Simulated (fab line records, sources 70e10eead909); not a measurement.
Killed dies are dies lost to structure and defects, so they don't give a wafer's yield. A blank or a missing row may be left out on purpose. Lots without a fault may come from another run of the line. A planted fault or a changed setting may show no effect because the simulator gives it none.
A struck lot beside a sound one | flow nand_harc | 17 steps out of a route of 1302
Sound: wafers L732.1, L732.3, L732.6. Struck: wafers L751.2, L751.5. (L751.1 of the same lot was not struck and is left out.) The cause comes at the end.
At each step with rows: each side's tool, then ch and its chambers, then its first start. Under that, the readings that differ: sound wafers | struck wafers | difference of the means | sigmas: that difference in standard deviations of wafers without a fault.
alike: readings whose means differ by less than 2 such deviations, and words and numbers that are the same on both sides. not compared: withheld readings, readings that some wafer has no value for, bounds like >300 that may hide the same value, and numbers for which the record gives no deviation and whose values overlap.
The two part at a step that has a row with sigmas, a row that says differs or no value, or rows on one side only. Numbers that don't overlap but have no deviation are shown without sigmas and don't part them. A reading that every wafer of one side lacks parts them only if that side has two wafers or more.

NHARC_P_M0_OVL_MEAS_10: pitch 180 nm.
  sound on overlay-01, day 7 14:00; struck on overlay-01, day 15 06:10
  alike: overlay_x_nm, overlay_y_nm
NHARC_P_M0_INSPECT_11:
  sound on defect_inspect-01, day 7 14:02; struck on defect_inspect-02, day 15 06:13
  alike: raw_defect_count
NHARC_P_M0_DESCUM_14: chemistry O2, time 3 s.
  sound on rie_diel-03 ch 0,1, day 7 14:06; struck on rie_diel-03 ch 1,3, day 15 06:17
  alike: drypump_motor_current_A, mfc_ar_sccm, oes_product_au, rf_vpp_V, showerhead_plenum_p_Torr, throttle_valve_pct
  not compared: rf_hours_counter_h
then, 2 steps without rows for these wafers: NHARC_P_M0_ETCH_34 (etches the open film in N2/H2, target depth 40 nm, overetch 12 nm, time 43.94 s); NHARC_P_M0_ETCH_15 (etches the open film in C4F8/Ar, target depth 150 nm, overetch 15 nm, time 82.5 s).
NHARC_P_M0_CD_MEAS_16:
  sound on cd_sem-01, day 7 14:24; struck on cd_sem-01, day 15 06:34
  reading    | sound          | struck    | difference | sigmas
  cd_nm (nm) | 90.9 91.8 90.4 | 88.6 90.6 | -1.4       | -2
NHARC_P_M0_STRIP_18: strips in N2/H2.
  sound on rie_diel-03 ch 2,3, day 7 14:28; struck on rie_diel-03 ch 2,3, day 15 06:40
  alike: drypump_motor_current_A, mfc_ar_sccm, n2_flow_sccm, oes_product_au, rf_vpp_V, showerhead_plenum_p_Torr, throttle_valve_pct
  not compared: rf_hours_counter_h
then, 1 step without rows for these wafers: NHARC_P_M0_STRIP_19 (strips in post etch residue remover, time 600 s).
NHARC_P_M0_DEGAS_28: time 60 s.
  sound on pvd_sputter-03, day 7 15:02; struck on pvd_sputter-02, day 15 07:11
  alike: heater_power_w
then, 1 step without rows for these wafers: NHARC_P_M0_PRE_CLEAN_29 (time 30 s).
NHARC_P_M0_PVD_20: deposits TaN, target thk 5 nm, time 8.06 s.
  sound on pvd_sputter-03; struck on pvd_sputter-02
  alike: throttle_valve_pct
then, 1 step without rows for these wafers: NHARC_P_M0_PVD_21 (deposits Cu, target thk 30 nm, time 20.49 s).
NHARC_P_M0_ECD_22: material Cu, target thk 400 nm.
  sound on ecd_cu-01 ch 0, day 7 15:26; struck on ecd_cu-02 ch 0,1, day 15 07:33
NHARC_P_M0_ANNEAL_30: time 90 s.
  sound on rtp_anneal-02 ch 0, day 7 15:47; struck on rtp_anneal-01 ch 0, day 15 07:55
  alike: wafer_temp_C_max
NHARC_P_M0_CMP_23: polishes, t overpolish 20 s, target thk 117.54 nm.
  sound on cmp-03 ch 1,2, day 7 16:10; struck on cmp-01 ch 0, day 15 08:16
  reading                 | sound             | struck      | difference | sigmas
  edge_zone_pressure_frac | 0.999 0.994 1.005 | 1.012 1.011 | +0.012     | +2
  motor_current_A (A)     | 12.3 12.1 11.8    | 14.0 14.7   | +2.3       | +2
  time_to_endpoint_s (s)  | 30.2 30.4 28.4    | 41.5 43.2   | +12.7      | +5
NHARC_P_M0_THK_MEAS_24: measures by xrf.
  sound on film_metro-01, day 7 16:27; struck on film_metro-02, day 15 08:35
  alike: thk_nm
then, 1 step without rows for these wafers: NHARC_END_SORT_01.

WHERE THEY PART
First at NHARC_P_M0_CD_MEAS_16; last, within this record, at NHARC_P_M0_CMP_23. Later steps at which nothing parts them and some readings are alike: NHARC_P_M0_THK_MEAS_24.

WHY: what the simulator had put in
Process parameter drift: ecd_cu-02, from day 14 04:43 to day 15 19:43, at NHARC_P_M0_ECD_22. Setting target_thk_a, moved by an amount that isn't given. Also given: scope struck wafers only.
